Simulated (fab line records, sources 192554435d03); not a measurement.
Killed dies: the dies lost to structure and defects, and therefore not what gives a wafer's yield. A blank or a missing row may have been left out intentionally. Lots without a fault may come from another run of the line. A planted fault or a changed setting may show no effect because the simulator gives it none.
3 desks, one fault    flow n5Finfet    only its own numbers are on each desk; what lay behind them is given at the end

== THE DEFECT DESK ==
Counts from the inspections along the route, per lot, as means over the sampled wafers that have a number. Marked OUT: a lot whose mean sits more than 4 standard deviations from the usual mean, which makes it out of limits; the brackets give that distance.
Columns: A = rawDefectCount at N5_BEOL_M0_CUTY_INSPECT_59, usual 2.2
lot   first seen here  A
L266  day 5 20:55      3.7
L276  day 8 07:12      2.3
L281  day 9 15:16      0.7
L280  day 9 20:19      1.0
L282  day 9 22:05      3.0
L283  day 10 05:34     3.0
Finding of this desk: none of the 6 lots has anything out of limits.

== FOR THE TOOL OWNER'S DESK: rieDiel-05 ==
The tool's own readings at N5_BEOL_M0_CUTY_ETCH_63 (etches SOC in N2/H2, target depth 82.7 nm, overetch 16.5 nm, time 124 s): means of the sampled wafers that have a number, for each lot that ran on this tool. Marked OUT: a lot whose mean sits more than 4 standard deviations from the usual mean, which makes it out of limits; the brackets give that distance.
Columns: A = drypumpMotorCurrentA at N5_BEOL_M0_CUTY_ETCH_63, usual 6.0 A; B = n2FlowSccm at N5_BEOL_M0_CUTY_ETCH_63, usual 200.0 sccm; C = oesProductAu at N5_BEOL_M0_CUTY_ETCH_63, usual 0.63 a.u.; D = rfVppV at N5_BEOL_M0_CUTY_ETCH_63, usual 523.7 V; E = showerheadPlenumPTorr at N5_BEOL_M0_CUTY_ETCH_63, usual 2.54 Torr; F = throttleValvePct at N5_BEOL_M0_CUTY_ETCH_63, usual 17.8 %
lot   first seen here  A    B      C     D      E     F
L266  day 5 21:06      6.4  200.0  0.62  524.5  2.55  18.0
L281  day 9 15:23      6.1  200.1  0.64  523.7  2.52  17.8
L280  day 9 20:25      6.2  199.8  0.66  523.5  2.53  17.6
Finding of this desk: none of the 3 lots has anything out of limits.

== AT THE METROLOGY DESK ==
Lot by lot, what the gauges showed, no matter which tool ran the lot: averages of those sampled wafers that carry a number. Marked OUT: a lot whose mean sits more than 4 standard deviations from the usual mean, which makes it out of limits; the brackets give that distance. 7 of its 12 readings are shown, namely those furthest out on some lot.
Columns: A = cdNm at N5_BEOL_M0_CUTY_CD_MEAS_57, usual 200.1 nm; B = M0_ABLK_OVL at N5_BEOL_M0_CUTY_OVL_MEAS_58, usual -0.3 nm; C = DIBL_N at N5_BEOL_M4_RC_MEAS_101, usual 36.3 mV/V; D = DIBL_P at N5_BEOL_M4_RC_MEAS_101, usual 36.3 mV/V; E = IOFF_P at N5_BEOL_M4_RC_MEAS_101, usual 0.21 nA/um; F = SS_P at N5_BEOL_M4_RC_MEAS_101, usual 73.3 mV/dec; G = VT_P at N5_BEOL_M4_RC_MEAS_101, usual -251 mV
lot   first seen here  A      B     C     D     E     F     G
L266  day 5 20:52      200.2  -0.6  36.5  34.7  0.20  72.9  -249
L276  day 8 07:08      200.6  0.4   36.7  37.4  0.22  73.5  -248
L281  day 9 15:13      198.4  -0.6  36.4  36.9  0.24  73.0  -247
L280  day 9 20:15      201.2  -0.2  37.7  36.2  0.21  73.3  -250
L282  day 9 22:01      201.4  0.2   35.5  35.9  0.19  72.5  -249
L283  day 10 05:31     199.5  -0.1  39.1  39.5  0.25  73.8  -247
Finding of this desk: none of the 6 lots has anything out of limits.

== BROUGHT TOGETHER ==
Nothing out of limits was seen by the defect desk.
The desk of the tool owner found nothing out of limits.
At the metrology desk, nothing out of limits was observed.

== WHAT WAS PUT IN BY THE SIMULATOR ==
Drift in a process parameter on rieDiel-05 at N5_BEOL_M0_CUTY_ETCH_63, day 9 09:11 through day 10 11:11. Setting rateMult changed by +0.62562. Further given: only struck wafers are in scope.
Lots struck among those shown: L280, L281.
